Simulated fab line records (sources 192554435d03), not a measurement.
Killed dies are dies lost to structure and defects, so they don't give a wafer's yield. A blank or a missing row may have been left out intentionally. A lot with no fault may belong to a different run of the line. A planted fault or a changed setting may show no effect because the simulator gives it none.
A lot that was struck, set against a sound lot | flow n5-finfet | 37 out of 1938 route steps
Sound: these wafers, L715.3, L715.4, L715.5. Wafers struck: L714.1, L714.2, L714.6. At the end, the cause is stated.
Per side, at each step with rows, come the tool, then ch with its chambers, and then its first start. Under that, the readings that differ: sound wafers | struck wafers | difference of the means | sigmas: that difference in standard deviations of wafers without a fault.
alike: readings whose means differ by less than 2 such deviations, and words and numbers that are the same on both sides. not compared: withheld readings, readings that some wafer has no value for, bounds like >300 that may hide the same value, and numbers for which the record gives no deviation and whose values overlap.
Wherever a step has rows on one side only, a row that says differs or no value, or a row with sigmas, the two part there. Numbers that don't overlap but have no deviation are shown without sigmas and don't part them. A reading missing from all wafers of one side parts the sides only when that side holds two or more wafers.

first, 9 steps without rows for these wafers: N5_PASSIVATION_COAT_04; N5_PASSIVATION_EBR_06; N5_PASSIVATION_SOFTBAKE_05 (time 90 s); N5_PASSIVATION_EXPOSE_07 (exposes mask TV, defocus 0 nm, target cd 3000 nm); N5_PASSIVATION_PEB_08; N5_PASSIVATION_DEVELOP_09 (develop time 60 s); N5_PASSIVATION_HARDBAKE_11 (time 120 s); N5_PASSIVATION_DESCUM_12 (chemistry O2, time 7.9 s); N5_PASSIVATION_PASS_ETCH_74 (etches SiNx in CF4/O2, target depth 220 nm, time 110 s).
N5_PASSIVATION_VIA_ETCH_13: etches SiO2 in CHF3/O2, target depth 660 nm, time 330 s.
  sound on rie-diel-01 ch 0,2, day 16 19:47; struck on rie-diel-04 ch 0,3, day 16 19:32
  alike: drypump-motor-current-A, etch-rf-on-time-s, oes_o_777_au, oes-product-au, rf-vpp-V, showerhead-plenum-p-Torr, throttle-valve-pct
  not compared: rf-hours-counter-h
then, 26 steps without rows for these wafers: N5_PASSIVATION_STRIP_14 (strips in O2); N5_PASSIVATION_ETCH_15 (etches SiCN in CF4/N2, target depth 75 nm, time 81.2 s); N5_PASSIVATION_STRIP_73 (strips in post etch residue remover, time 60 s); N5_PASSIVATION_SRD_17 (time 30 s, dry time 30 s); N5_PASSIVATION_DEGAS_18 (time 60 s); N5_PASSIVATION_PRE_CLEAN_19; N5_PASSIVATION_SPUTTER_20 (material TaN, target thk 50 nm); N5_PASSIVATION_AL_DEP_21 (deposits Al, target thk 2800 nm, time 170 s); N5_PASSIVATION_HMDS_23 (time 60 s); N5_PASSIVATION_COAT_24; N5_PASSIVATION_EBR_26; N5_PASSIVATION_SOFTBAKE_25 (time 90 s); N5_PASSIVATION_EXPOSE_27 (exposes mask PAD, defocus 0 nm); N5_PASSIVATION_PEB_28; N5_PASSIVATION_DEVELOP_29 (develop time 60 s); N5_PASSIVATION_HARDBAKE_31 (time 120 s); N5_PASSIVATION_DESCUM_32 (chemistry O2, time 7.9 s); N5_PASSIVATION_AL_ETCH_33 (etches Al in Cl2/BCl3, stops on TaN, target depth 2800 nm, time 466.7 s); N5_PASSIVATION_ETCH_59 (etches TaN in Cl2/BCl3, target depth 65 nm, time 34.9 s); N5_PASSIVATION_STRIP_34 (strips in O2); N5_PASSIVATION_STRIP_51 (strips in post etch residue remover, time 1200 s); N5_PASSIVATION_CLEAN_69 (cleans in IPA, time 180 s); N5_PASSIVATION_SRD_70 (time 30 s); N5_PASSIVATION_PECVD_53 (deposits SiO2 from TEOS/O2, target thk 800 nm, time 169.4 s); N5_PASSIVATION_PECVD_35 (deposits SiNx from SiH4/NH3/N2, target thk 700 nm, time 151.3 s); N5_PASSIVATION_HMDS_37 (time 60 s).
N5_PASSIVATION_PROBE_49:
  record: rows for the struck wafers here (prober-02, day 17 01:55), none for the sound ones

WHERE THEY PART
At N5_PASSIVATION_PROBE_49 and nowhere else, as far as this record goes.

WHY: what the simulator had put in
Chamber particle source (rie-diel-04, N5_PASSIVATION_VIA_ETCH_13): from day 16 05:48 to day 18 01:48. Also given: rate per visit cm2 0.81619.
